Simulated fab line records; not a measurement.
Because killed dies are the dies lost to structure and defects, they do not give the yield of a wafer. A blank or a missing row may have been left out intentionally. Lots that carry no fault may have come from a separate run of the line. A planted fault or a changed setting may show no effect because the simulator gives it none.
One fault through the eyes of 2 desks ; flow n5-finfet ; each desk holds nothing but its own numbers, with what lay behind them at the end

## THE TOOL OWNER'S DESK: rie-diel-04
The tool's own readings at N5_BEOL_M10_ETCH_65 (etches SiARC in CF4, target depth 39 nm, time 65 s): means of the sampled wafers that have a number, for each lot that ran on this tool. Marked OUT: a lot whose mean sits more than 4 standard deviations from the usual mean, which makes it out of limits; the brackets give that distance.
Columns: A = drypump-motor-current-A at N5_BEOL_M10_ETCH_65, usual 5.5 A; B = etch-rf-on-time-s at N5_BEOL_M10_ETCH_65, usual 64.4 s; C = oes-product-au at N5_BEOL_M10_ETCH_65, usual 0.69 a.u.; D = rf-vpp-V at N5_BEOL_M10_ETCH_65, usual 184.1 V; E = showerhead-plenum-p-Torr at N5_BEOL_M10_ETCH_65, usual 2.15 Torr; F = throttle-valve-pct at N5_BEOL_M10_ETCH_65, usual 15.72 %
lot;first seen here;A;B;C;D;E;F
L643;day 10 17:37;5.5;64.3;0.72;184.3;2.17;15.73
L648;day 11 20:37;5.0;64.8;0.79;184.5;2.13;15.58
L647;day 12 02:05;5.2;63.6;0.74;183.3;2.14;15.64
L653;day 13 05:14;5.5;39.3 (-25) OUT;0.97 (+4.3) OUT;185.0;2.17;15.77
This desk's verdict: out of limits on L653, starting with L653 at day 13 05:14 (etch-rf-on-time-s at N5_BEOL_M10_ETCH_65). In limits: L643, L648, L647.

## THE METROLOGY DESK
What the gauges read, lot by lot, whatever tool the lot ran on: means of the sampled wafers that have a number. Marked OUT: a lot whose mean sits more than 4 standard deviations from the usual mean, which makes it out of limits; the brackets give that distance.
Columns: A = cd-nm at N5_BEOL_M10_CD_MEAS_28, usual 70.2 nm
lot;first seen here;A
L642;day 10 17:28;70.9
L643;day 10 17:30;69.8
L645;day 11 02:39;68.9
L646;day 11 09:20;68.6
L648;day 11 20:18;70.5
L647;day 12 01:58;69.7
L649;day 12 02:08;70.3
L653;day 13 04:27;69.9
L661;day 15 04:34;70.1
L663;day 15 12:17;70.7
L662;day 16 00:25;70.6
This desk's verdict: no lot among the 11 shows anything out of limits.

## BROUGHT TOGETHER
The tool owner's desk had the chance to raise an alarm at day 13 05:14 on L653.
The metrology desk saw nothing out of limits.
The metrology desk has L653 on record, within its limits.
All the named lots went through N5_BEOL_M10_ETCH_65 on rie-diel-04.

## WHAT THE SIMULATOR HAD INSERTED
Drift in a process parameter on rie-diel-04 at N5_BEOL_M10_ETCH_65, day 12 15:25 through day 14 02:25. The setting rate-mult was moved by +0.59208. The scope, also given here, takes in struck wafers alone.
Lots struck among those shown: L653.
Hours from the fault's start to each desk's first reading out of limits: the tool owner's desk, 14.
